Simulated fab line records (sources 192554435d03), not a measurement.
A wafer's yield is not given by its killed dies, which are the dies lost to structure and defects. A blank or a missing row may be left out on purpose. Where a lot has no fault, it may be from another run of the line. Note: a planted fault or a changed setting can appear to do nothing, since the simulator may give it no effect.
Comparing a struck lot with a sound one :: flow n5_finfet :: 19 out of 1938 route steps
Sound: the wafers L734.3, L734.5, L734.6. Struck: wafers L744.4, L744.5, L744.6. Last of all comes the cause.
For every step that has rows: the tool of each side, followed by ch and its chambers, followed by its first start. Under that, the readings that differ: sound wafers :: struck wafers :: difference of the means :: sigmas: that difference in standard deviations of wafers without a fault.
alike: same words and numbers on both sides, and readings whose means sit less than 2 such deviations apart. not compared: any withheld reading, any reading some wafer has no value for, any bound like >300 that may hide the same value, and any number with overlapping values for which the record gives no deviation.
A row with sigmas, a row that says differs or no value, or rows on one side alone: a step with any of these is where the two part. When numbers do not overlap yet have no deviation, they are printed without sigmas and do not part them. Lack of a reading on every wafer of one side parts them only where that side has two or more wafers.

first, 4 steps without rows for these wafers: N5_HKMG_FIN_PRECLEAN_64 (cleans in dHF, time 30 s); N5_HKMG_FIN_WET_ETCH_65 (etches a-Si in TMAH, stops on TiN, time 49 s, target depth 3 nm); N5_HKMG_FIN_WET_ETCH_81 (etches TiN in SC1, stops on HfO2, time 57 s, target depth 6 nm); N5_HKMG_FIN_WET_ETCH_82 (etches La2O3 in dHCl, stops on HfO2, target depth 2 nm, rinse time 30 s).
N5_HKMG_FIN_ALD_36: deposits TiN, target thk 1 nm, pulse time 1 s, purge time 3 s.
  sound on ald_metal-03 ch 0,3, day 6 15:41; struck on ald_metal-03 ch 1,2,3, day 9 01:22
  alike: heater_power_w, precursor_pulse_height_rel
N5_HKMG_FIN_THK_MEAS_70: measures by xrf.
  sound on film_metro-01 at day 6 15:58; struck on film_metro-01 at day 9 01:32
  alike: HK_THK
N5_HKMG_FIN_PWFM_ALD_03: deposits TiN, target thk 2 nm, pulse time 1 s, purge time 3 s.
  sound on ald_metal-04 ch 1,2,3, day 6 16:00; struck on ald_metal-04 ch 0,2,3, day 9 01:34
  alike: heater_power_w, precursor_pulse_height_rel
then, 5 steps without rows for these wafers: N5_HKMG_FIN_COAT_29 (time 60 s, resist thk 300 nm); N5_HKMG_FIN_COAT_30 (time 60 s, resist thk 35 nm); N5_HKMG_FIN_COAT_06 (resist thk 90 nm); N5_HKMG_FIN_EBR_08; N5_HKMG_FIN_SOFTBAKE_07 (time 60 s).
N5_HKMG_FIN_EXPOSE_09: exposes mask NWFM.
  sound on arfi_scanner-02 ch 0, day 6 16:43; struck on arfi_scanner-01 ch 0, day 9 02:17
reading: exposure_dose_mJ_cm2
sound: 39.13 39.19 39.14
struck: 42.31 42.29 42.27
difference: +3.14
sigmas: +70
  alike: mask
then, 2 steps without rows for these wafers: N5_HKMG_FIN_PEB_10 (peb time 60 s); N5_HKMG_FIN_DEVELOP_11 (develop time 30 s).
N5_HKMG_FIN_CD_MEAS_12: target cd 92.8 nm.
  sound on cd_sem-03 ch 0, day 6 16:50; struck on cd_sem-01 ch 0, day 9 02:24
reading: cd_nm (nm)
sound: 92.9 93.6 92.7
struck: 98.2 98.2 97.7
difference: +5.0
sigmas: +9
N5_HKMG_FIN_OVL_MEAS_13:
  sound on overlay-02 ch 0, day 6 16:52; struck on overlay-02 ch 0, day 9 02:26
  alike: NWFM_OVL
-- a jump in the record: the struck wafers' starts before and after are 4 days apart (it breaks off in module HKMG_FIN and resumes in module BEOL_M4, where the first step shown is number 1111 of the route) --
N5_BEOL_M4_RC_MEAS_101:
  sound on prober-01 ch 0, day 10 03:21; struck on prober-01 ch 0, day 13 00:51
  alike: DIBL_N, DIBL_P, IOFF_N, IOFF_P, ION_N, ION_P, SS_N, SS_P, VT_N, VT_P
-- the record jumps here: 5 days lie between the struck wafers' starts before and after (it left off in module BEOL_M4 and takes up again in module PASSIVATION, whose first step shown is number 1936 of the route) --
N5_PASSIVATION_PROBE_49:
  rows exist in the record for the struck wafers here (prober-01, day 17 14:20), but not for the sound ones

## WHERE THEY PART
Last at N5_PASSIVATION_PROBE_49 as far as this record goes, first at N5_HKMG_FIN_EXPOSE_09.

WHY: the cause the simulator had injected
Process parameters drifting: arfi_scanner-01 at N5_HKMG_FIN_EXPOSE_09, beginning at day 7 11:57. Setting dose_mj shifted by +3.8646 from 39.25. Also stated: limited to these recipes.
